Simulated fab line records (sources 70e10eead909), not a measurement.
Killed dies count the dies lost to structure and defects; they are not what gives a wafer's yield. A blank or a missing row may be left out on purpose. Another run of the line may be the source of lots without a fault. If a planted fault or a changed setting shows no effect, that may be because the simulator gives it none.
fab line records    flow nand-harc
[record] lots = 6  wafers = 18  last-day = 32
route steps=1302 shown A_DECK1_JOINT@535 A_ONON_D2@545 END@1302
lots untouched by any fault: they come from a run of this same line in which no faults occurred
start-h: hours from the record's opening day to when the first of the lot's shown wafers began    wait-h: time in hours since the lot's previous step    " unchanged from the row above    L1.1+2: a row that stands for several wafers    - no value, or no start given    * or withheld: withheld    < > ~ a bound
route shown NAME@n: a module of which the file shows steps, and the number in the route of the first    usual: mean/standard deviation taken from wafers without a fault    same: alike in all rows    chamber/n: place in a boat    sites: per-site readings    _std_site: the standard deviation of these    _edge_site: mean of outer sites minus mean of inner sites    radius-mm: how far each site lies from the wafer's centre    mask NAME#n: copy n    behind: tool/chamber where the wafer was last shaped    hold: why the lot went on hold/how many hours it stayed there/how the hold came to an end    device: whichever transistor did not switch (one of n, p or np)    end of line: at the end of the route, the tests of the same wafers    step lacking rows: just its recipe    killed: dies that structure and defects cost at the first sort, which is not the same as the wafer's yield    map: the dies of a wafer, with x for killed, . for not killed, _ for no die there
set.NAME: the setting as run; set.NAME@STEP: as run at that earlier step    model.NAME: the simulator's own value behind a step, which no gauge read
certain route steps with their lots: each step a table, each wafer a row
services: when a tool's chamber went out of use (start-h, in hours from the record's first day, below 0 if earlier), for how many hours, and the reason
[[steps]]
[step NHARC_A_DECK1_JOINT_CURE_26]
[recipe] temp-c = 150  time-s = 32  pressure-atm = 0.395
[step NHARC_A_DECK1_JOINT_ANNEAL_27]
[recipe] temp-c = 400  time-s = 3600  idle-temp-c = 300  ramp-up-c-per-min = 10  densification-p-h2o-torr = 640
[step NHARC_A_DECK1_JOINT_ANNEAL_28]
[recipe] temp-c = 500  time-s = 1800  idle-temp-c = 400  ramp-up-c-per-min = 10  densification-p-h2o-torr = 640
[step NHARC_A_DECK1_JOINT_ANNEAL_29]
[recipe] temp-c = 750  time-s = 1800  idle-temp-c = 500  ramp-up-c-per-min = 10  ramp-down-c-per-min = 3
[step NHARC_A_DECK1_JOINT_CMP_02]
[recipe] material = SiOx
[usual] motor-current-A = 11.8/1.1
lot.wafer  tool    chamber  start-h  wait-h  motor-current-A
L852.3     cmp-04  0        292.05   0.4     11.9
L852.4     "       1        "        "       13.0
L852.2     "       2        "        "       12.1
L860.2     cmp-04  2        345.89   0.4     11.8
L860.4     "       1        "        "       12.9
L860.5     "       2        "        "       12.2
L862.4     cmp-02  2        367.15   0.4     12.0
L862.5     "       3        "        "       12.9
L862.6     "       0        "        "       10.9
L866.1     cmp-03  3        414.23   0.4     9.6
L866.4     "       0        "        "       13.8
L866.3     "       1        "        "       11.3
L870.4     cmp-04  1        451.12   0.4     12.9
L870.2     "       2        "        "       11.7
L870.5     "       1        "        "       12.8
L872.3     cmp-03  2        480.52   0.4     12.4
L872.5     "       2        "        "       12.0
L872.6     "       3        "        "       9.9
[step NHARC_A_DECK1_JOINT_SRD_15]
[step NHARC_A_DECK1_JOINT_DEP_16]
[recipe] target-thk-a = 450  temp-c = 400  pressure-torr = 6.5  rf-w = 900  teos-flow-sccm = 161.4  flow-sccm = 2650  target-thk-nm = 45  gas = O2  material = SiO2
[usual] heater-power-w = 575/93  throttle-valve-pct = 15.89/0.26
lot.wafer  tool      chamber  start-h  wait-h  heater-power-w  throttle-valve-pct
L852.2     pecvd-01  2        292.47   0.1     599             16.57
L852.3     "         0        "        "       637             15.77
L852.4     "         2        "        "       594             16.32
L860.2     pecvd-03  1        346.31   0.1     802             15.77
L860.5     "         0        "        "       516             16.02
L860.4     "         1        "        "       790             16.11
L862.6     pecvd-02  1        367.55   0.2     565             15.58
L862.4     "         2        "        "       506             16.27
L862.5     "         0        "        "       557             15.92
L866.1     pecvd-01  2        414.65   0.1     629             16.36
L866.3     "         0        "        "       567             15.58
L866.4     "         2        "        "       634             16.32
L870.2     pecvd-01  2        451.56   0.1     553             16.31
L870.5     "         0        "        "       667             15.60
L870.4     "         2        "        "       565             16.31
L872.3     pecvd-02  1        480.94   0.1     549             15.48
L872.6     "         0        "        "       576             15.94
L872.5     "         1        "        "       533             15.66
[step NHARC_A_DECK1_JOINT_THK_MEAS_17]
[recipe] thk-meas-gauge = ellipsometry
[usual] thk-nm = 44.7/1.2
lot.wafer  tool           chamber  start-h  wait-h  thk-nm
L852.2     film-metro-02  -        292.72   0.2     44.8
L852.3     "              -        "        "       43.8
L852.4     "              -        "        "       45.8
L860.2     film-metro-02  -        346.56   0.2     45.1
L860.4     "              -        "        "       43.6
L860.5     "              -        "        "       44.1
L862.4     film-metro-02  -        367.75   0.1     45.2
L862.5     "              -        "        "       47.2
L862.6     "              -        "        "       44.5
L866.1     film-metro-02  -        414.90   0.2     45.2
L866.3     "              -        "        "       45.3
L866.4     "              -        "        "       44.8
L870.2     film-metro-01  -        451.78   0.2     44.7
L870.4     "              -        "        "       45.9
L870.5     "              -        "        "       45.1
L872.3     film-metro-01  -        481.19   0.2     43.3
L872.5     "              -        "        "       44.7
L872.6     "              -        "        "       44.2
[step NHARC_A_DECK1_JOINT_INSPECT_05]
[usual] raw-defect-count = 339/130
lot.wafer  tool               chamber  start-h  wait-h  raw-defect-count
L852.2     defect-inspect-01  -        292.75   0.0     474
L852.3     "                  -        "        "       264
L852.4     "                  -        "        "       318
L860.2     defect-inspect-01  -        346.59   0.0     545
L860.4     "                  -        "        "       478
L860.5     "                  -        "        "       428
L862.4     defect-inspect-02  -        367.78   0.0     206
L862.5     "                  -        "        "       394
L862.6     "                  -        "        "       642
L866.1     defect-inspect-02  -        414.94   0.0     340
L866.3     "                  -        "        "       475
L866.4     "                  -        "        "       272
L870.2     defect-inspect-01  -        451.82   0.0     457
L870.4     "                  -        "        "       292
L870.5     "                  -        "        "       389
L872.3     defect-inspect-02  -        481.23   0.0     310
L872.5     "                  -        "        "       241
L872.6     "                  -        "        "       207
[step NHARC_A_ONON_D2_DEP_00]
[recipe] target-thk-a = 10000  n2-flow-sccm = 2750  n2o-flow-sccm = 2000  nh3-flow-sccm = 500  sih4-flow-sccm = 210  temp-c = 400
[step NHARC_A_ONON_D2_THK_MEAS_02]
[recipe] thk-meas-gauge = ellipsometry
[usual] thk-nm = 1001/9
lot.wafer  tool           chamber  start-h  wait-h  thk-nm
L852.2     film-metro-01  -        293.34   -       981
L852.3     "              -        "        "       982
L852.4     "              -        "        "       982
L860.2     film-metro-02  -        347.17   -       1000
L860.4     "              -        "        "       1002
L860.5     "              -        "        "       1001
L862.4     film-metro-02  -        368.36   -       1013
L862.5     "              -        "        "       1012
L862.6     "              -        "        "       1014
L866.1     film-metro-02  -        415.51   -       999
L866.3     "              -        "        "       1000
L866.4     "              -        "        "       999
L870.2     film-metro-01  -        452.40   -       1012
L870.4     "              -        "        "       1010
L870.5     "              -        "        "       1012
L872.3     film-metro-01  -        481.80   -       1011
L872.5     "              -        "        "       1011
L872.6     "              -        "        "       1012
[step NHARC_A_ONON_D2_DEP_03]
[recipe] target-thk-a = 10000  n2-flow-sccm = 2750  n2o-flow-sccm = 2000  nh3-flow-sccm = 500  sih4-flow-sccm = 210  temp-c = 400
[usual] sih4-flow-sccm = 210.1/0.64
lot.wafer  tool           chamber  start-h  wait-h  sih4-flow-sccm
L852.2     pecvd-onon-03  0        293.45   0.1     209.9
L852.3     "              0        "        "       209.1
L852.4     "              0        "        "       209.4
L860.2     pecvd-onon-04  0        347.29   0.1     210.6
L860.4     "              0        "        "       210.2
L860.5     "              0        "        "       209.4
L862.4     pecvd-onon-04  0        368.59   0.2     211.7
L862.5     "              0        "        "       210.4
L862.6     "              0        "        "       210.7
L866.1     pecvd-onon-01  0        415.57   0.1     210.3
L866.3     "              0        "        "       210.3
L866.4     "              0        "        "       208.7
L870.2     pecvd-onon-04  0        452.51   0.1     210.2
L870.4     "              0        "        "       210.6
L870.5     "              0        "        "       210.1
L872.3     pecvd-onon-03  0        481.97   0.2     210.4
L872.5     "              0        "        "       210.5
L872.6     "              0        "        "       210.2
[step NHARC_A_ONON_D2_THK_MEAS_05]
[recipe] thk-meas-gauge = ellipsometry
[usual] thk-nm = 1001/11
lot.wafer  tool           chamber  start-h  wait-h  thk-nm
L852.2     film-metro-01  -        293.90   -       1003
L852.3     "              -        "        "       1004
L852.4     "              -        "        "       1003
L860.2     film-metro-02  -        347.76   -       695
L860.4     "              -        "        "       695
L860.5     "              -        "        "       695
L862.4     film-metro-02  -        368.93   -       698
L862.5     "              -        "        "       698
L862.6     "              -        "        "       699
L866.1     film-metro-02  -        416.08   -       1014
L866.3     "              -        "        "       1015
L866.4     "              -        "        "       1013
L870.2     film-metro-02  -        452.97   -       1009
L870.4     "              -        "        "       1010
L870.5     "              -        "        "       1012
L872.3     film-metro-01  -        482.37   -       997
L872.5     "              -        "        "       999
L872.6     "              -        "        "       997
[step NHARC_A_ONON_D2_DEP_06]
[recipe] target-thk-a = 10000  n2-flow-sccm = 2750  n2o-flow-sccm = 2000  nh3-flow-sccm = 500  sih4-flow-sccm = 210  temp-c = 400
[step NHARC_END_SORT_01]
[recipe] temp-c = 25
[usual] killed-at-array = 58/20  killed-at-other = 1.0/1.2  killed-at-periphery = 4.1/3  killed-dies = 63/20  killed-open = 3.2/1.7  killed-short = 2.5/1.5
[same] gross-dies = 677
lot.wafer  tool       chamber  start-h  wait-h  killed-at-array  killed-at-other  killed-at-periphery  killed-dies  killed-open  killed-short
L852.2     prober-02  0        592.08   2.8     71               3                3                    77           2            3
L852.3     prober-02  0        592.87   3.1     86               0                3                    89           3            1
L852.4     prober-02  0        593.67   3.4     80               0                3                    83           2            1
L860.2     prober-01  0        633.35   2.8     673              0                4                    677          7            3
L860.4     prober-01  0        634.96   3.4     670              0                7                    677          5            4
L860.5     prober-01  0        635.77   3.7     674              0                3                    677          3            3
L862.4     prober-01  0        661.24   3.4     672              0                5                    677          2            1
L862.5     prober-01  0        662.04   3.7     667              2                8                    677          5            1
L862.6     prober-01  0        662.85   4.0     667              3                7                    677          5            8
L872.3     prober-02  0        770.04   3.1     80               1                1                    82           1            1
L872.5     prober-02  0        771.64   3.7     84               2                6                    92           3            0
L872.6     prober-02  0        772.44   4.0     86               1                4                    91           4            2
// killed by level:class
L852.2 A_CHANNEL_HOLE_D1:chamber-film-flake=26 A_SLIT:chamber-film-flake=25 A_CHANNEL_HOLE_D2:chamber-film-flake=12 P_STI:chamber-film-flake=2 A_SGD_CUT:chamber-film-flake=2 THIN_TSV:chamber-film-flake=2 A_CHANNEL_FILL_D1:geometric-particle:open=1 A_DECK1_JOINT:geometric-particle:short=1
L852.3 A_CHANNEL_HOLE_D1:chamber-film-flake=33 A_SLIT:chamber-film-flake=31 A_CHANNEL_HOLE_D2:chamber-film-flake=8 A_SGD_CUT:chamber-film-flake=5 P_STI:chamber-film-flake=3 A_CONTACT:chamber-film-flake=3 A_DECK1_JOINT:chamber-film-flake=2 A_CHANNEL_HOLE_D1:geometric-particle:open=1
L852.4 A_SLIT:chamber-film-flake=37 A_CHANNEL_HOLE_D1:chamber-film-flake=23 A_CHANNEL_HOLE_D2:chamber-film-flake=13 P_STI:chamber-film-flake=2 A_CONTACT:chamber-film-flake=2 A_CHANNEL_FILL_D1:geometric-particle:open=1 A_WL_FILL:geometric-particle:short=1 A_CONTACT:geometric-particle:open=1
L860.2 A_ONON_D2:area-dep=600 A_SLIT:chamber-film-flake=29 A_CHANNEL_HOLE_D2:chamber-film-flake=19 A_CHANNEL_HOLE_D1:chamber-film-flake=5 P_BONDPAD:chamber-film-flake=3 A_CHANNEL_FILL_D2:chamber-film-flake=3 A_WL_FILL:chamber-film-flake=3 A_BONDPAD:chamber-film-flake=3
L860.4 A_ONON_D2:area-dep=600 A_SLIT:chamber-film-flake=27 A_CHANNEL_HOLE_D2:chamber-film-flake=24 P_BONDPAD:chamber-film-flake=4 A_CHANNEL_HOLE_D1:chamber-film-flake=4 A_CHANNEL_FILL_D2:chamber-film-flake=3 A_BONDPAD:chamber-film-flake=2 P_M1:geometric-particle:open=1
L860.5 A_ONON_D2:area-dep=604 A_SLIT:chamber-film-flake=29 A_CHANNEL_HOLE_D2:chamber-film-flake=24 A_CHANNEL_HOLE_D1:chamber-film-flake=6 A_ONON_D1:geometric-particle:short=1 A_CHANNEL_FILL_D1:geometric-particle:open=1 A_CHANNEL_FILL_D2:geometric-particle:open=1 A_CHANNEL_FILL_D2:geometric-particle:short=1
L862.4 A_ONON_D2:area-dep=622 A_SLIT:chamber-film-flake=31 A_CHANNEL_HOLE_D2:chamber-film-flake=5 A_CONTACT:chamber-film-flake=5 P_GATE:chamber-film-flake=4 A_CHANNEL_HOLE_D1:chamber-film-flake=2 A_STAIRCASE:chamber-film-flake=2 A_CHANNEL_FILL_D1:geometric-particle:open=1
L862.5 A_ONON_D2:area-dep=614 A_SLIT:chamber-film-flake=25 A_CHANNEL_HOLE_D2:chamber-film-flake=9 P_ZERO_WELL:chamber-film-flake=5 A_CHANNEL_HOLE_D1:chamber-film-flake=5 A_CONTACT:chamber-film-flake=4 P_GATE:geometric-particle:open=2 A_STAIRCASE:chamber-film-flake=2
L862.6 A_ONON_D2:area-dep=597 A_SLIT:chamber-film-flake=40 A_CHANNEL_HOLE_D2:chamber-film-flake=7 A_CONTACT:chamber-film-flake=6 P_ZERO_WELL:chamber-film-flake=4 A_CHANNEL_HOLE_D1:chamber-film-flake=3 A_SOURCE_PLATE:geometric-particle:short=2 P_GATE:chamber-film-flake=2
L872.3 A_SLIT:chamber-film-flake=36 A_CHANNEL_HOLE_D2:chamber-film-flake=31 A_CHANNEL_HOLE_D1:unspecified=5 A_CHANNEL_HOLE_D1:chamber-film-flake=2 A_CHANNEL_FILL_D1:geometric-particle:open=1 A_SGD_CUT:geometric-particle:short=1 P_M1:chamber-film-flake=1 A_DECK1_JOINT:chamber-film-flake=1
L872.5 A_SLIT:chamber-film-flake=40 A_CHANNEL_HOLE_D2:chamber-film-flake=33 P_M1:chamber-film-flake=3 A_STAIRCASE:chamber-film-flake=3 P_GATE:chamber-film-flake=2 A_CHANNEL_HOLE_D1:chamber-film-flake=2 A_DECK1_JOINT:chamber-film-flake=2 THIN_TSV:chamber-film-flake=2
L872.6 A_SLIT:chamber-film-flake=36 A_CHANNEL_HOLE_D2:chamber-film-flake=36 A_CONTACT:chamber-film-flake=3 A_BLC:geometric-particle:open=2 P_M1:chamber-film-flake=2 A_CHANNEL_HOLE_D1:unspecified=2 A_STAIRCASE:chamber-film-flake=2 P_CONTACT:geometric-particle:short=1
// map L860.2 (x killed, . not)
____________x____________
_________xxxxxxx_________
_______xxxxxxxxxxx_______
______xxxxxxxxxxxxx______
_____xxxxxxxxxxxxxxx_____
____xxxxxxxxxxxxxxxxx____
____xxxxxxxxxxxxxxxxx____
___xxxxxxxxxxxxxxxxxxx___
___xxxxxxxxxxxxxxxxxxx___
__xxxxxxxxxxxxxxxxxxxxx__
__xxxxxxxxxxxxxxxxxxxxx__
_xxxxxxxxxxxxxxxxxxxxxxx_
_xxxxxxxxxxxxxxxxxxxxxxx_
_xxxxxxxxxxxxxxxxxxxxxxx_
_xxxxxxxxxxxxxxxxxxxxxxx_
_xxxxxxxxxxxxxxxxxxxxxxx_
xxxxxxxxxxxxxxxxxxxxxxxxx
xxxxxxxxxxxxxxxxxxxxxxxxx
xxxxxxxxxxxxxxxxxxxxxxxxx
xxxxxxxxxxxxxxxxxxxxxxxxx
xxxxxxxxxxxxxxxxxxxxxxxxx
_xxxxxxxxxxxxxxxxxxxxxxx_
_xxxxxxxxxxxxxxxxxxxxxxx_
_xxxxxxxxxxxxxxxxxxxxxxx_
_xxxxxxxxxxxxxxxxxxxxxxx_
_xxxxxxxxxxxxxxxxxxxxxxx_
__xxxxxxxxxxxxxxxxxxxxx__
__xxxxxxxxxxxxxxxxxxxxx__
___xxxxxxxxxxxxxxxxxxx___
___xxxxxxxxxxxxxxxxxxx___
____xxxxxxxxxxxxxxxxx____
____xxxxxxxxxxxxxxxxx____
_____xxxxxxxxxxxxxxx_____
______xxxxxxxxxxxxx______
_______xxxxxxxxxxx_______
_________xxxxxxx_________
____________x____________
// map L862.4 (x killed, . not)
____________x____________
_________xxxxxxx_________
_______xxxxxxxxxxx_______
______xxxxxxxxxxxxx______
_____xxxxxxxxxxxxxxx_____
____xxxxxxxxxxxxxxxxx____
____xxxxxxxxxxxxxxxxx____
___xxxxxxxxxxxxxxxxxxx___
___xxxxxxxxxxxxxxxxxxx___
__xxxxxxxxxxxxxxxxxxxxx__
__xxxxxxxxxxxxxxxxxxxxx__
_xxxxxxxxxxxxxxxxxxxxxxx_
_xxxxxxxxxxxxxxxxxxxxxxx_
_xxxxxxxxxxxxxxxxxxxxxxx_
_xxxxxxxxxxxxxxxxxxxxxxx_
_xxxxxxxxxxxxxxxxxxxxxxx_
xxxxxxxxxxxxxxxxxxxxxxxxx
xxxxxxxxxxxxxxxxxxxxxxxxx
xxxxxxxxxxxxxxxxxxxxxxxxx
xxxxxxxxxxxxxxxxxxxxxxxxx
xxxxxxxxxxxxxxxxxxxxxxxxx
_xxxxxxxxxxxxxxxxxxxxxxx_
_xxxxxxxxxxxxxxxxxxxxxxx_
_xxxxxxxxxxxxxxxxxxxxxxx_
_xxxxxxxxxxxxxxxxxxxxxxx_
_xxxxxxxxxxxxxxxxxxxxxxx_
__xxxxxxxxxxxxxxxxxxxxx__
__xxxxxxxxxxxxxxxxxxxxx__
___xxxxxxxxxxxxxxxxxxx___
___xxxxxxxxxxxxxxxxxxx___
____xxxxxxxxxxxxxxxxx____
____xxxxxxxxxxxxxxxxx____
_____xxxxxxxxxxxxxxx_____
______xxxxxxxxxxxxx______
_______xxxxxxxxxxx_______
_________xxxxxxx_________
____________x____________
[[services]]
tool           chamber  start-h  hours  kind
cmp-02         -        268.92   1.8    repair
pecvd-onon-01  -        269.23   13.0   pm
pecvd-03       -        290.41   0.9    repair
pecvd-02       2        297.89   1.9    repair
cmp-04         -        307.02   4.0    pm
pecvd-onon-04  -        311.18   13.0   pm
pecvd-01       -        311.30   13.0   pm
cmp-02         -        330.51   4.0    pm
cmp-03         -        358.00   4.0    pm
cmp-04         -        360.92   1.2    repair
pecvd-03       -        366.16   13.0   pm
cmp-02         -        371.88   0.8    repair
cmp-04         -        377.60   1.0    repair
pecvd-02       0        385.01   2.7    repair
pecvd-02       -        392.48   4.8    repair
cmp-03         -        400.48   2.3    repair
cmp-04         -        405.02   4.0    pm
pecvd-onon-03  -        408.17   13.0   pm
pecvd-02       -        410.34   13.0   pm
cmp-02         -        413.88   4.8    repair
cmp-02         -        426.10   3.6    repair
pecvd-01       2        443.62   7.6    repair
pecvd-02       -        455.98   2.1    repair
cmp-03         -        456.00   4.0    pm
[[key]]
[first-sign] step = NHARC_A_ONON_D2_THK_MEAS_05  reading = thk-nm  direction = down  sigmas = 27  usual = 1001  struck = 697
[effect] step = NHARC_END_SORT_01  reading = killed-dies  direction = up  sigmas = 31  usual = 63  struck = 677
[more-kills-born-at] NHARC_A_ONON_D2_DEP_03@pecvd-onon-04 = 3637
met-at NHARC_A_ONON_D2_DEP_03
struck-wafers L860.2,L860.4,L860.5,L862.4,L862.5,L862.6
later-rows-left-out L860.2,L860.4,L860.5,L862.4,L862.5,L862.6
tester-left-out L860,L862
[fault] kind = process-parameter-drift  tool = pecvd-onon-04  chamber = 0  onset-h = 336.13  steps = NHARC_A_ONON_D2_DEP_03  channel = target-thk-a  offset = *  shape = step  end-h = 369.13  acts-in = *  stated = *
// tester-left-out: of these lots the tester's yield and bins aren't shown, on N5 and GAA mostly nor the transistor test; their killed dies are dies lost to structure and defects alone, not to doping, threshold or leakage, so they don't give the yield
// later-rows-left-out: the simulator's readings of these wafers behind a module that went badly wrong aren't trusted and aren't shown, but for the sort
